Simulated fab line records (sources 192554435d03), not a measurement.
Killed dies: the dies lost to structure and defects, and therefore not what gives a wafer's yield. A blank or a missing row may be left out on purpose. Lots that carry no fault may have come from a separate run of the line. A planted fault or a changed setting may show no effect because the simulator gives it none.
fab line records	flow n5-finfet
[record] lots = 10	wafers = 27	last-day = 18
route steps=1938 shown BEOL_M3@949 BEOL_M4@1111 PASSIVATION@1936
lots untouched by any fault: they come from a run of this same line in which no faults occurred
start-h: hours from the record's opening day to when the first of the lot's shown wafers began	wait-h: hours from the lot's prior step to this one	" unchanged from the row above	L1.1+2: a single row standing in for several wafers	- no value, or no start was given	* or withheld: withheld	< > ~ a bound
route shown NAME@n: a module of which the file shows steps, and the number in the route of the first	usual: the fault-free wafers' mean and standard deviation	same: alike in all rows	chamber/n: place in a boat	sites: readings site by site	_std_site: standard deviation across them	_edge_site: inner sites' mean taken away from outer sites' mean	radius-mm: for every site, how far away it sits from the centre of the wafer	mask NAME#n: copy n	behind: the most recent tool/chamber to have shaped the wafer	hold: why the lot went on hold/how many hours it stayed there/how the hold came to an end	device: transistor that didn't switch, given as n, p or np	end of line: the same wafers' tests at the end of the route	where a step has no rows: the recipe by itself	killed: the dies lost at the first sort to structure and to defects; this is not the yield of the wafer	map: the dies of a wafer, with x for killed, . for not killed, _ for no die there
set.NAME: the setting as run; set.NAME@STEP: as run at that earlier step	model.NAME: the simulator's own value behind a step, which no gauge read
one table for each step of the route and one row for each wafer, over a sample of lots
services: a tool's chamber out of use, with start hour (start-h, from the record's first day; less than 0 if before it), hours out, and reason
[[steps]]
[step N5_BEOL_M3_ETCH_63]
[recipe] chemistry = CF4	target = SiARC	target-depth-a = 156	mask-material = CAR-EUV	time-s = 26	ion-energy-ev = 80	pressure-mtorr = 40	source-w = 545	bias-w = 36	Ar_flow_sccm = 100	cf4-flow-sccm = 100	ends = cleared
[usual] drypump-motor-current-A = 5.5/0.42	etch-rf-on-time-s = 26.2/0.52	oes-product-au = 0.66/0.067	rf-vpp-V = 183.7/1.2	showerhead-plenum-p-Torr = 2.11/0.072	throttle-valve-pct = 15.69/0.25
lot.wafer	tool	chamber	start-h	wait-h	drypump-motor-current-A	etch-rf-on-time-s	oes-product-au	rf-hours-counter-h	rf-vpp-V	showerhead-plenum-p-Torr	throttle-valve-pct
L969.2	rie-diel-06	1	152.21	0.0	5.8	25.1	0.67	151	183.3	2.07	15.92
L969.5	"	1	"	"	5.8	25.1	0.68	-	183.4	2.07	15.90
L969.6	"	0	"	"	6.4	26.2	0.68	-	183.3	2.15	15.28
L970.4	rie-diel-06	0	155.59	0.0	6.4	26.9	0.67	75	184.7	2.15	15.30
L970.5	"	0	"	"	6.4	26.8	0.67	-	185.6	2.15	15.28
L970.6	"	3	"	"	5.0	26.0	0.83	-	184.0	2.18	15.20
L972.2	rie-diel-03	1	162.86	0.0	5.6	26.1	0.62	183	183.9	2.12	15.51
L972.4	"	3	"	"	5.7	26.5	0.65	-	181.2	2.06	16.00
L972.6	"	1	"	"	5.6	26.2	0.63	-	183.3	2.12	15.50
L973.4	rie-diel-04	3	164.66	0.0	4.9	25.2	0.62	-	184.2	2.13	15.81
L973.5	"	2	"	"	4.8	26.2	0.77	-	184.8	2.10	15.33
L973.6	"	0	"	"	6.0	25.8	0.69	-	182.5	2.07	15.65
L978.1	rie-diel-03	3	224.70	0.0	5.7	26.4	0.63	168	183.8	2.05	16.04
L978.5	"	0	"	"	5.7	26.8	0.64	-	182.6	1.98	15.68
L979.4	rie-diel-06	0	226.14	0.0	6.4	26.4	0.66	93	183.4	2.15	15.34
L979.5	"	2	"	"	5.7	26.4	0.59	-	185.7	2.13	15.74
L980.2	rie-diel-04	3	226.34	0.0	4.9	25.6	0.60	209	184.3	2.13	15.87
L980.5	"	2	"	"	4.8	26.1	0.74	-	182.7	2.09	15.36
L985.1	rie-diel-03	2	249.16	0.0	5.1	26.5	0.61	197	184.4	2.22	15.91
L985.3	"	3	"	"	5.7	26.4	0.62	176	183.9	2.05	16.06
L985.4	"	0	"	"	5.7	26.9	0.62	154	181.7	1.98	15.69
L990.1	rie-diel-03	3	275.90	0.0	5.7	26.6	0.62	184	183.1	2.05	16.07
L990.3	"	1	"	"	5.6	26.0	0.60	221	184.1	2.10	15.58
L990.4	"	2	"	"	5.2	26.3	0.60	205	185.2	2.22	15.92
L991.1	rie-diel-03	1	292.79	0.0	5.6	26.0	0.60	228	183.4	2.10	15.59
L991.2	"	3	"	"	5.7	26.4	0.61	191	183.0	2.05	16.08
L991.5	"	3	"	"	5.7	26.5	0.61	-	181.9	2.05	16.08
[step N5_BEOL_M3_INSPECT_30]
[recipe] mode = adi	inspect-instrument = brightfield
[usual] raw-defect-count = 417/91
lot.wafer	tool	chamber	start-h	wait-h	raw-defect-count
L969.2	defect-inspect-02	-	153.13	0.0	335
L969.5	"	-	"	"	335
L969.6	"	-	"	"	332
L970.4	defect-inspect-02	-	156.50	0.0	391
L970.5	"	-	"	"	526
L970.6	"	-	"	"	456
L972.2	defect-inspect-01	-	163.78	0.0	612
L972.4	"	-	"	"	544
L972.6	"	-	"	"	307
L973.4	defect-inspect-02	-	165.43	0.0	410
L973.5	"	-	"	"	307
L973.6	"	-	"	"	452
L978.1	defect-inspect-02	-	225.93	0.1	526
L978.5	"	-	"	"	456
L979.4	defect-inspect-01	-	226.96	0.0	336
L979.5	"	-	"	"	388
L980.2	defect-inspect-02	-	227.12	0.0	628
L980.5	"	-	"	"	513
L985.1	defect-inspect-02	-	250.07	0.1	393
L985.3	"	-	"	"	526
L985.4	"	-	"	"	478
L990.1	defect-inspect-01	-	276.85	0.1	294
L990.3	"	-	"	"	299
L990.4	"	-	"	"	310
L991.1	defect-inspect-02	-	293.73	0.1	415
L991.2	"	-	"	"	300
L991.5	"	-	"	"	297
[step N5_BEOL_M3_ALD_98]
[recipe] material = SiO2	target-thk-a = 25	temp-c = 100	ald-precursor-family = BDEAS	ald-co-reactant = O2-plasma	pulse-time-s = 1	co-reactant-pulse-time-s = 1	purge-time-s = 2	co-reactant-purge-time-s = 2	ald-cycles = 17	pressure-torr = 2
[usual] ald-cycles = 17/0	heater-power-w = 80/6.6	precursor-pulse-height-rel = 1.000/0.019	susceptor-temp-C = 99.99/0.12
lot.wafer	tool	chamber	start-h	wait-h	ald-cycles	heater-power-w	precursor-pulse-height-rel	susceptor-temp-C
L969.2	ald-sin-02	2	153.30	0.1	17	77	1.020	100.29
L969.5	"	0	"	"	17	91	0.990	99.91
L969.6	"	3	"	"	17	80	1.003	99.95
L970.4	ald-sin-03	1	156.67	0.1	17	90	0.991	100.05
L970.5	"	2	"	"	17	70	0.998	100.07
L970.6	"	3	"	"	17	78	1.033	99.81
L972.2	ald-sin-01	2	164.18	0.1	17	80	0.983	100.03
L972.4	"	1	"	"	17	72	1.011	99.96
L972.6	"	2	"	"	17	80	1.012	99.94
L973.4	ald-sin-03	3	165.60	0.1	17	79	1.015	100.01
L973.5	"	0	"	"	17	72	0.997	99.90
L973.6	"	1	"	"	17	87	0.986	99.90
L978.1	ald-sin-03	3	226.10	0.1	17	76	1.034	100.04
L978.5	"	3	"	"	13	74	1.030	-
L979.4	ald-sin-03	2	227.85	0.6	13	75	1.008	-
L979.5	"	0	"	"	13	70	1.011	-
L980.2	ald-sin-03	2	227.89	0.6	17	73	0.981	99.84
L980.5	"	2	"	"	13	77	0.999	-
L985.1	ald-sin-02	0	251.43	1.2	17	93	1.024	99.89
L985.3	"	2	"	"	17	77	0.995	99.94
L985.4	"	3	"	"	17	82	1.012	99.81
L990.1	ald-sin-02	0	278.19	0.1	17	94	0.967	99.87
L990.3	"	3	"	"	17	82	0.994	99.80
L990.4	"	2	"	"	17	78	1.003	100.17
L991.1	ald-sin-02	2	295.06	0.2	17	76	0.995	100.13
L991.2	"	3	"	"	17	81	0.996	99.89
L991.5	"	1	"	"	17	82	0.975	100.06
[step N5_BEOL_M3_VIA_ETCH_34]
[recipe] chemistry = C4F6/O2	target-depth-a = 694	mask-material = SOC	pressure-mtorr = 15	ion-energy-ev = 250	taper-deg = 4	time-s = 65.9	source-w = 350	bias-w = 170	Ar_flow_sccm = 300	C4F6_flow_sccm = 10	O2_flow_sccm = 10
[usual] drypump-motor-current-A = 5.6/0.42	oes-product-au = 0.77/0.085	rf-vpp-V = 664/11	showerhead-plenum-p-Torr = 2.79/0.093	throttle-valve-pct = 30.75/0.25
lot.wafer	tool	chamber	start-h	wait-h	drypump-motor-current-A	oes-product-au	rf-hours-counter-h	rf-vpp-V	showerhead-plenum-p-Torr	throttle-valve-pct
L969.2	rie-diel-04	2	154.10	0.0	4.8	0.91	24	649	2.80	30.64
L969.5	"	1	"	"	5.5	0.67	-	666	2.89	31.27
L969.6	"	2	"	"	4.9	0.91	-	650	2.80	30.66
L970.4	rie-diel-04	2	159.08	0.0	4.9	0.90	-	648	2.79	30.66
L970.5	"	0	"	"	6.0	0.81	-	685	2.73	30.58
L970.6	"	3	"	"	4.9	0.73	-	657	2.82	30.74
L973.4	rie-diel-04	2	168.88	0.0	4.8	0.89	-	651	2.79	30.65
L973.5	"	0	"	"	6.0	0.81	-	684	2.73	30.57
L973.6	"	3	"	"	4.9	0.72	-	658	2.82	30.75
L972.2	rie-diel-06	2	170.34	0.0	5.7	0.69	199	665	2.83	30.76
L972.4	"	0	"	"	6.4	0.79	-	670	2.87	30.34
L972.6	"	3	"	"	5.1	0.96	-	650	2.90	30.30
L978.1	rie-diel-06	1	228.23	0.0	5.8	0.75	170	656	2.73	31.11
L978.5	"	3	"	"	5.0	0.92	-	651	2.89	30.33
L979.4	rie-diel-04	1	228.39	0.0	5.5	0.94	17	668	2.88	30.98
L979.5	"	0	"	"	6.0	0.79	-	685	2.72	30.59
L980.2	rie-diel-06	3	228.86	0.0	5.0	0.92	24	650	2.89	30.33
L980.5	"	1	"	"	5.8	0.75	-	657	2.73	31.09
L985.1	rie-diel-03	2	255.20	0.0	5.1	0.70	198	668	2.93	31.05
L985.3	"	3	"	"	5.7	0.74	177	657	2.70	30.91
L985.4	"	1	"	"	5.5	0.72	214	683	2.79	30.52
L990.1	rie-diel-03	2	294.31	0.0	5.2	0.70	213	669	2.93	31.08
L990.3	"	1	"	"	5.6	0.70	228	683	2.78	30.55
L990.4	"	0	"	"	5.7	0.72	171	660	2.62	30.88
L991.1	rie-diel-03	1	297.70	0.0	5.6	0.70	230	685	2.78	30.56
L991.2	"	0	"	"	5.7	0.72	173	660	2.62	30.88
L991.5	"	2	"	"	5.2	0.69	-	668	2.93	31.07
[step N5_BEOL_M4_RC_MEAS_101]
[usual] DIBL_N = 35.9/1.7	DIBL_P = 35.8/2.2	IOFF_N = 0.15/0.03	IOFF_P = 0.21/0.036	ION_N = 674/12	ION_P = 463/7.2	SS_N = 71.3/0.59	SS_P = 73.1/0.69	VT_N = 250/3	VT_P = -251/3.2
lot.wafer	tool	chamber	start-h	wait-h	DIBL_N[mV/V]	DIBL_P[mV/V]	IOFF_N[nA/um]	IOFF_P[nA/um]	ION_N[uA/um]	ION_P[uA/um]	SS_N[mV/dec]	SS_P[mV/dec]	VT_N[mV]	VT_P[mV]
L969.2	prober-01	0	175.45	0.2	37.5	37.2	0.17	0.22	684	464	71.0	73.8	247	-250
L969.5	"	0	"	"	36.1	35.1	0.15	0.18	672	462	70.5	73.2	250	-251
L969.6	"	0	"	"	36.9	35.8	0.16	0.20	664	461	70.1	72.9	248	-253
L970.4	prober-01	0	177.57	0.6	34.2	33.4	0.13	0.20	674	468	71.0	72.0	249	-251
L970.5	"	0	"	"	33.6	33.0	0.12	0.19	658	462	71.3	72.1	254	-250
L970.6	"	0	"	"	34.9	34.2	0.14	0.20	668	462	71.7	73.0	252	-249
L972.2	prober-01	0	186.19	0.2	36.8	37.1	0.17	0.23	676	469	71.6	73.7	250	-248
L972.4	"	0	"	"	36.7	36.6	0.16	0.22	678	469	71.8	73.8	252	-249
L972.6	"	0	"	"	36.3	36.3	0.17	0.22	682	472	71.7	73.7	249	-249
L973.4	prober-02	0	186.36	0.5	34.0	33.5	0.12	0.19	662	460	70.9	72.6	253	-251
L973.5	"	0	"	"	36.1	35.7	0.16	0.22	679	470	70.9	72.7	248	-248
L973.6	"	0	"	"	35.6	35.3	0.13	0.20	662	464	70.7	72.9	252	-249
L978.1	prober-02	0	240.21	0.0	33.3	32.4	0.10	0.14	656	457	70.1	71.9	252	-255
L978.5	"	0	"	"	34.1	35.3	0.12	0.17	665	457	70.3	73.2	253	-255
L979.4	prober-02	0	244.61	0.5	38.0	36.9	0.17	0.24	675	462	72.1	73.5	250	-249
L979.5	"	0	"	"	35.9	33.9	0.14	0.18	675	463	71.3	72.4	252	-253
L980.2	prober-02	0	246.18	0.2	36.9	37.0	0.18	0.25	690	472	71.2	73.0	246	-246
L980.5	"	0	"	"	35.9	35.6	0.15	0.22	678	468	71.6	73.4	251	-250
L985.1	prober-01	0	271.59	0.0	32.6	32.8	0.12	0.17	659	464	70.5	71.4	253	-250
L985.3	"	0	"	"	34.0	34.3	0.14	0.19	673	467	70.6	72.4	252	-250
L985.4	"	0	"	"	33.3	33.3	0.12	0.17	674	463	70.7	71.8	251	-251
L990.1	prober-02	0	310.02	0.0	35.8	36.1	0.15	0.21	673	461	71.4	73.9	248	-251
L990.3	"	0	"	"	37.6	38.6	0.19	0.25	686	467	72.0	74.6	246	-249
L990.4	"	0	"	"	34.1	33.2	0.12	0.16	665	455	70.5	72.6	255	-251
L991.1	prober-02	0	315.37	0.0	33.7	34.0	0.11	0.16	667	464	70.3	72.1	256	-255
L991.2	"	0	"	"	36.1	36.2	0.14	0.18	675	457	71.2	73.5	254	-251
L991.5	"	0	"	"	34.0	34.3	0.11	0.15	658	457	70.8	72.1	255	-255
[step N5_PASSIVATION_PROBE_49]
[usual] defect-limited-yield = 91.0/1.5	killed_at_M0_to_M3 = 35/12	killed_at_M4_up = 15/5.8	killed-at-contacts = 14/7.2	killed-at-front-end = 40/10	killed-at-other = 3/3	killed-dies = 106/18	killed-on-rim = 14/4	killed-open = 68/14	killed-short = 35/7.2	sort_bin_5_function = 5.2/0.96	sort_bin_6_memory = 3.3/0.69	sort-n-pass = 1074/18	sort-yield-pct = 91.0/1.5
[same] gross-dies = 1180	killed-at-back-side = 0	sort_bin_4_leakage[%] = 0	sort_bin_8_speed[%] = 0
lot.wafer	tool	chamber	start-h	wait-h	defect-limited-yield[%]	killed_at_M0_to_M3	killed_at_M4_up	killed-at-contacts	killed-at-front-end	killed-at-other	killed-dies	killed-on-rim	killed-open	killed-short	sort_bin_5_function[%]	sort_bin_6_memory[%]	sort-n-pass	sort-yield-pct[%]
L970.4	prober-01	-	280.47	0.2	89.1	40	11	7	63	8	129	15	87	41	6.5	4.1	1051	89.1
L970.5	prober-01	-	280.52	0.2	92.9	29	9	2	40	4	84	9	47	34	4.3	2.5	1096	92.9
L970.6	prober-01	-	280.57	0.3	90.6	31	27	4	46	3	111	16	68	37	5.4	3.1	1069	90.6
L972.2	prober-02	-	288.52	0.1	90.6	40	20	5	44	2	111	13	75	34	4.7	4.3	1069	90.6
L972.4	prober-02	-	288.62	0.2	93.2	34	11	2	33	0	80	10	53	27	3.2	3.3	1100	93.2
L972.6	prober-02	-	288.72	0.3	93.3	41	11	4	22	1	79	10	55	24	3.5	2.9	1101	93.3
L973.4	prober-01	-	293.27	0.3	90.5	47	8	17	38	2	112	12	64	40	5.2	3.2	1068	90.5
L973.5	prober-01	-	293.32	0.3	89.8	47	5	23	44	1	120	13	66	42	5.0	3.8	1060	89.8
L973.6	prober-01	-	293.37	0.4	89.9	61	7	9	37	5	119	12	65	50	5.4	4.3	1061	89.9
L969.2	prober-02	-	298.68	0.1	91.3	33	11	7	46	6	103	11	74	29	5.6	2.8	1077	91.3
L969.5	prober-02	-	298.83	0.2	91.8	32	8	13	43	1	97	14	66	30	4.5	3.5	1083	91.8
L969.6	prober-02	-	298.88	0.3	91.8	20	8	6	55	8	97	12	63	30	5.4	2.5	1083	91.8
L978.1	prober-02	-	336.24	0.0	91.2	36	16	18	34	0	104	6	79	21	4.7	3.9	1076	91.2
L978.5	prober-02	-	336.44	0.2	91.1	20	11	23	51	0	105	10	57	45	5.7	2.9	1075	91.1
L980.2	prober-02	-	346.40	0.9	92.6	14	19	33	19	2	87	9	61	18	4.5	2.5	1093	92.6
L980.5	prober-02	-	346.55	1.0	91.9	19	26	16	27	7	95	18	61	32	4.2	3.5	1085	91.9
L990.1	prober-02	-	413.96	0.3	89.7	31	19	17	52	2	121	14	82	38	6.2	3.7	1059	89.7
L990.3	prober-02	-	414.06	0.4	91.1	14	21	20	45	5	105	11	67	34	5.3	3.1	1075	91.1
L990.4	prober-02	-	414.11	0.5	89.4	26	13	30	51	5	125	18	83	40	5.8	4.3	1055	89.4
L991.1	prober-02	-	424.96	0.0	91.7	23	7	10	43	15	98	9	65	33	4.9	3.1	1082	91.7
L991.2	prober-02	-	425.01	0.1	88.8	32	18	11	62	9	132	16	96	35	7.1	3.9	1048	88.8
L991.5	prober-02	-	425.16	0.2	88.6	37	15	9	62	11	134	23	89	43	6.4	4.5	1046	88.6
// killed by level:class
L970.4 FIN_SAQP:geometric-particle:open=25 BEOL_M0_SAQP:geometric-particle:open=15 STI_FIN_REVEAL:geometric-particle:open=14 BEOL_M0_SAQP:geometric-particle:short=9 FIN_SAQP:geometric-particle:short=8 MOL_CONTACT_COAG:geometric-particle:open=6 BEOL_M0:geometric-particle:open=5 BEOL_M1:geometric-particle:short=5
L970.5 FIN_SAQP:geometric-particle:open=11 FIN_SAQP:geometric-particle:short=8 BEOL_M0_SAQP:geometric-particle:open=7 DUMMY_GATE:geometric-particle:open=4 BEOL_M0_SAQP:geometric-particle:short=4 BEOL_M2:geometric-particle:open=4 BEOL_M4:geometric-particle:short=4 STARTING-WAFER:geometric-particle:short=4
L970.6 BEOL_M4:geometric-particle:open=18 STI_FIN_REVEAL:geometric-particle:open=14 BEOL_M0_SAQP:geometric-particle:short=11 BEOL_M0_SAQP:geometric-particle:open=8 FIN_SAQP:geometric-particle:short=7 BEOL_M4:geometric-particle:short=7 HKMG_FIN:area-etch=6 FIN_SAQP:geometric-particle:open=4
L972.2 BEOL_M4:geometric-particle:open=17 FIN_SAQP:geometric-particle:open=9 BEOL_M3:geometric-particle:open=9 BEOL_M0_SAQP:geometric-particle:open=7 BEOL_M1:geometric-particle:short=7 STI_FIN_REVEAL:geometric-particle:open=6 DUMMY_GATE:geometric-particle:open=5 ILD0:geometric-particle:open=5
L972.4 BEOL_M3:geometric-particle:open=16 BEOL_M4:geometric-particle:open=8 FIN_SAQP:geometric-particle:open=5 ILD0:geometric-particle:short=5 GATE_CUT:geometric-particle:open=4 BEOL_M0_SAQP:geometric-particle:short=4 BEOL_M0_SAQP:geometric-particle:open=4 STARTING-WAFER:geometric-particle:short=4
L972.6 BEOL_M0_SAQP:geometric-particle:short=10 BEOL_M2:geometric-particle:open=10 BEOL_M0_SAQP:geometric-particle:open=9 BEOL_M3:geometric-particle:open=5 FIN_SAQP:geometric-particle:open=4 STI_FIN_REVEAL:geometric-particle:open=4 MOL_CONTACT_COAG:geometric-particle:open=4 BEOL_M4:geometric-particle:open=4
L973.4 BEOL_M0_SAQP:geometric-particle:open=16 BEOL_M0_SAQP:geometric-particle:short=15 MOL_CONTACT_COAG:geometric-particle:open=12 FIN_SAQP:geometric-particle:open=7 HKMG_FIN:area-etch=7 FIN_SAQP:geometric-particle:short=6 MOL_CONTACT_COAG:geometric-particle:short=5 STARTING-WAFER:geometric-particle:open=5
L973.5 MOL_CONTACT_COAG:geometric-particle:open=20 BEOL_M0_SAQP:geometric-particle:open=17 BEOL_M0_SAQP:geometric-particle:short=17 HKMG_FIN:area-etch=9 DUMMY_GATE:geometric-particle:open=6 FIN_SAQP:geometric-particle:open=5 DUMMY_GATE:geometric-particle:short=5 FIN_SAQP:geometric-particle:short=4
L973.6 BEOL_M0_SAQP:geometric-particle:open=17 BEOL_M0_SAQP:geometric-particle:short=13 FIN_SAQP:geometric-particle:short=9 BEOL_M2:geometric-particle:open=9 MOL_CONTACT_COAG:geometric-particle:open=7 BEOL_M1:geometric-particle:open=7 ILD0:geometric-particle:short=5 BEOL_M2:geometric-particle:short=5
L969.2 STI_FIN_REVEAL:geometric-particle:open=14 FIN_SAQP:geometric-particle:open=8 BEOL_M0_SAQP:geometric-particle:short=8 BEOL_M2:geometric-particle:open=7 MOL_CONTACT_COAG:geometric-particle:open=6 BEOL_M0_SAQP:geometric-particle:open=6 BEOL_M1:geometric-particle:open=6 BEOL_M5:geometric-particle:open=5
L969.5 BEOL_M2:geometric-particle:open=12 MOL_CONTACT_COAG:geometric-particle:open=9 STI_FIN_REVEAL:geometric-particle:open=8 BEOL_M3:geometric-particle:open=6 FIN_SAQP:geometric-particle:open=5 FIN_SAQP:geometric-particle:short=5 BEOL_M0_SAQP:geometric-particle:short=5 DUMMY_GATE:geometric-particle:open=4
L969.6 STI_FIN_REVEAL:geometric-particle:open=19 FIN_SAQP:geometric-particle:short=7 BEOL_M2:geometric-particle:open=6 BEOL_M0_SAQP:geometric-particle:open=5 MOL_CONTACT_COAG:geometric-particle:open=5 BEOL_M3:geometric-particle:open=5 MIM_TOP_ETCH:geometric-particle:open=5 STI_FIN_REVEAL:geometric-particle:short=4
L978.1 MOL_CONTACT_COAG:geometric-particle:open=13 FIN_SAQP:geometric-particle:open=9 BEOL_M1:geometric-particle:open=9 DUMMY_GATE:geometric-particle:open=7 BEOL_M0:geometric-particle:open=7 BEOL_M0_SAQP:geometric-particle:short=6 BEOL_M0_SAQP:geometric-particle:open=5 BEOL_M5:geometric-particle:open=4
L978.5 FIN_SAQP:geometric-particle:short=17 MOL_CONTACT_COAG:geometric-particle:open=17 FIN_SAQP:geometric-particle:open=11 BEOL_M0_SAQP:geometric-particle:open=7 BEOL_M0_SAQP:geometric-particle:short=6 ILD0:geometric-particle:short=5 GATE_CUT:geometric-particle:open=4 MOL_CONTACT_COAG:geometric-particle:short=4
L980.2 MOL_CONTACT_COAG:geometric-particle:open=27 BEOL_M4:geometric-particle:open=9 BEOL_M0_SAQP:geometric-particle:open=7 MOL_CONTACT_COAG:geometric-particle:short=6 FIN_SAQP:geometric-particle:open=4 GATE_CUT:geometric-particle:short=4 STI_FIN_REVEAL:geometric-particle:open=3 BEOL_M4:geometric-particle:short=3
L980.5 MOL_CONTACT_COAG:geometric-particle:open=11 BEOL_M4:geometric-particle:open=11 BEOL_M0_SAQP:geometric-particle:short=7 DUMMY_GATE:geometric-particle:open=6 BEOL_M0_SAQP:geometric-particle:open=6 MOL_CONTACT_COAG:geometric-particle:short=5 BEOL_M4:geometric-particle:short=5 FIN_SAQP:geometric-particle:open=4
L990.1 MOL_CONTACT_COAG:geometric-particle:open=16 STI_FIN_REVEAL:geometric-particle:open=12 BEOL_M0_SAQP:geometric-particle:short=10 FIN_SAQP:geometric-particle:open=9 FIN_SAQP:geometric-particle:short=9 BEOL_M0_SAQP:geometric-particle:open=9 DUMMY_GATE:geometric-particle:open=5 STARTING-WAFER:geometric-particle:open=5
L990.3 MOL_CONTACT_COAG:geometric-particle:open=17 STI_FIN_REVEAL:geometric-particle:open=15 BEOL_M4:geometric-particle:open=11 BEOL_M4:geometric-particle:short=5 FIN_SAQP:geometric-particle:open=4 STI_FIN_REVEAL:geometric-particle:short=4 GATE_CUT:geometric-particle:short=4 BEOL_M0_SAQP:geometric-particle:short=4
L990.4 MOL_CONTACT_COAG:geometric-particle:open=20 STI_FIN_REVEAL:geometric-particle:open=16 BEOL_M0_SAQP:geometric-particle:open=12 MOL_CONTACT_COAG:geometric-particle:short=10 BEOL_M0_SAQP:geometric-particle:short=8 BEOL_M4:geometric-particle:open=7 FIN_SAQP:geometric-particle:open=5 DUMMY_GATE:geometric-particle:open=5
L991.1 STI_FIN_REVEAL:geometric-particle:open=11 MOL_CONTACT_COAG:geometric-particle:open=8 FIN_SAQP:geometric-particle:short=7 FIN_SAQP:geometric-particle:open=6 GATE_CUT:geometric-particle:short=5 BEOL_M0_SAQP:geometric-particle:open=5 BEOL_M2:geometric-particle:open=5 GATE_CUT:geometric-particle:open=3
L991.2 STI_FIN_REVEAL:geometric-particle:open=18 FIN_SAQP:geometric-particle:open=12 BEOL_M4:geometric-particle:open=11 BEOL_M2:geometric-particle:open=10 BEOL_M0_SAQP:geometric-particle:open=9 MOL_CONTACT_COAG:geometric-particle:open=9 BEOL_M0_SAQP:geometric-particle:short=7 FIN_SAQP:geometric-particle:short=5
L991.5 STI_FIN_REVEAL:geometric-particle:open=19 BEOL_M3:geometric-particle:open=10 BEOL_M2:geometric-particle:open=9 FIN_SAQP:geometric-particle:short=8 BEOL_M4:geometric-particle:open=8 BEOL_M0_SAQP:geometric-particle:open=8 FIN_SAQP:geometric-particle:open=7 GATE_CUT:geometric-particle:short=6
[[services]]
tool	chamber	start-h	hours	kind
rie-diel-04	3	133.22	25.4	repair
rie-diel-04	-	156.34	0.4	repair
rie-diel-04	1	158.58	-	clean
rie-diel-04	1	158.58	-	consumable-replace:focus-ring
rie-diel-04	1	158.58	11.0	scheduled-down
rie-diel-04	1	158.58	11.0	vent-cycle
rie-diel-03	0	159.43	22.4	repair
rie-diel-06	-	162.87	1.0	repair
rie-diel-06	1	168.49	4.1	repair
ald-sin-03	2	175.94	10.6	repair
ald-sin-03	-	176.75	14.0	pm
ald-sin-03	0	176.75	14.0	vent-cycle
ald-sin-03	1	176.75	14.0	vent-cycle
rie-diel-03	0	188.15	20.7	repair
ald-sin-03	-	204.91	6.1	pm
ald-sin-02	-	210.48	4.3	pm
ald-sin-01	2	214.28	9.8	repair
ald-sin-01	1	217.40	3.8	repair
ald-sin-03	3	227.45	4.1	repair
ald-sin-03	2	252.60	16.4	repair
rie-diel-06	3	270.89	5.3	repair
rie-diel-06	2	275.62	3.6	repair
ald-sin-03	1	279.41	9.9	repair
ald-sin-01	1	295.35	5.2	repair
[[key]]
[first-sign] step = N5_BEOL_M3_ALD_98	reading = ald-cycles	direction = down	sigmas = 99+	usual = *	struck = *
effect none on later readings
met-at N5_BEOL_M3_ALD_98
struck-lots L978,L979,L980
struck-wafers L978.5,L979.4,L979.5,L980.5
not-acting-at N5_BEOL_M3_ETCH_63,N5_BEOL_M3_INSPECT_30,N5_BEOL_M3_VIA_ETCH_34
onset-between 165.60 226.10
[fault] kind = process-parameter-drift	tool = ald-sin-03	chamber = -	onset-h = 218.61	steps = N5_BEOL_M3_ALD_98	channel = ald-cycles	offset = *	shape = step	end-h = 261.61	scope = struck-wafers-only	acts-in = *	stated = *
